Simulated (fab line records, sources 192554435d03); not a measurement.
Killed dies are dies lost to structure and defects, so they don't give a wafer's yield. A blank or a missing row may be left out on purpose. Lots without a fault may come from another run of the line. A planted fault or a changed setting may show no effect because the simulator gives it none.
Chamber matching | flow n5_finfet | N5_MOL_CONTACT_COAG_ETCH_15 on rie_diel-04: 4 sister chambers
The step etches SiNx in CH3F/O2, stops on Si:P, target depth 7 nm. 16 wafers are shown with their chamber, then 8 later ones without.

WAFERS WITH THEIR CHAMBER
wafer  | chamber | drypump_motor_current_A (A) | showerhead_plenum_p_Torr (Torr) | throttle_valve_pct (%)
L078.1 | 2       | 5.8                         | 2.04                            | 16.39
L078.3 | 3       | 5.8                         | 1.92                            | 16.49
L078.6 | 0       | 4.7                         | 2.03                            | 16.05
L079.3 | 3       | 5.8                         | 1.92                            | 16.49
L079.4 | 1       | 5.9                         | 2.07                            | 16.07
L079.6 | 3       | 5.8                         | 1.92                            | 16.48
L080.3 | 2       | 5.8                         | 2.03                            | 16.41
L080.4 | 1       | 5.9                         | 2.07                            | 16.06
L080.5 | 1       | 5.9                         | 2.07                            | 16.06
L082.1 | 1       | 5.9                         | 2.07                            | 16.09
L082.2 | 0       | 4.8                         | 2.03                            | 16.06
L082.5 | 2       | 5.8                         | 2.03                            | 16.40
L089.1 | 0       | 4.8                         | 2.02                            | 16.11
L089.2 | 3       | 5.8                         | 1.91                            | 16.53
L089.3 | 1       | 5.9                         | 2.06                            | 16.10
L090.3 | 0       | 4.8                         | 2.02                            | 16.10

SIGNATURES (means of the wafers above)
reading                  | chamber 0 | chamber 1 | chamber 2 | chamber 3 | scatter within a chamber
drypump_motor_current_A  | 4.775     | 5.900     | 5.800     | 5.800     | 0.025
showerhead_plenum_p_Torr | 2.0250    | 2.0680    | 2.0333    | 1.9175    | 0.00518
throttle_valve_pct       | 16.0800   | 16.0760   | 16.4000   | 16.4975   | 0.0216
Rule: a wafer's distance from a chamber is the root of the sum, over the readings, of the square of ((its reading less the chamber's mean) divided by the reading's scatter). The wafer belongs to the nearest chamber; if the next one is less than 2 further off, it can't be placed. The scatter: the root of (the sum of the squares of (reading less its chamber's mean) over the shown wafers, divided by (wafers less chambers)).

WAFERS WITHOUT THEIR CHAMBER
wafer  | drypump_motor_current_A (A) | showerhead_plenum_p_Torr (Torr) | throttle_valve_pct (%)
L090.4 | 5.8                         | 1.91                            | 16.51
L090.6 | 4.8                         | 2.02                            | 16.10
L091.2 | 5.8                         | 1.91                            | 16.54
L091.4 | 4.7                         | 2.02                            | 16.13
L091.6 | 5.7                         | 1.91                            | 16.53
L092.4 | 4.7                         | 2.02                            | 16.15
L092.5 | 5.7                         | 1.91                            | 16.56
L092.6 | 5.9                         | 2.06                            | 16.13

WHICH CHAMBER EACH WENT THROUGH
wafer  | from the rows above | in truth
L090.4 | 3                   | 3
L090.6 | 0                   | 0
L091.2 | 3                   | 3
L091.4 | 0                   | 0
L091.6 | 3                   | 3
L092.4 | 0                   | 0
L092.5 | 3                   | 3
L092.6 | 1                   | 1
Placed correctly: 8 of 8. Can't be placed from these rows: 0. Placed wrongly: 0.
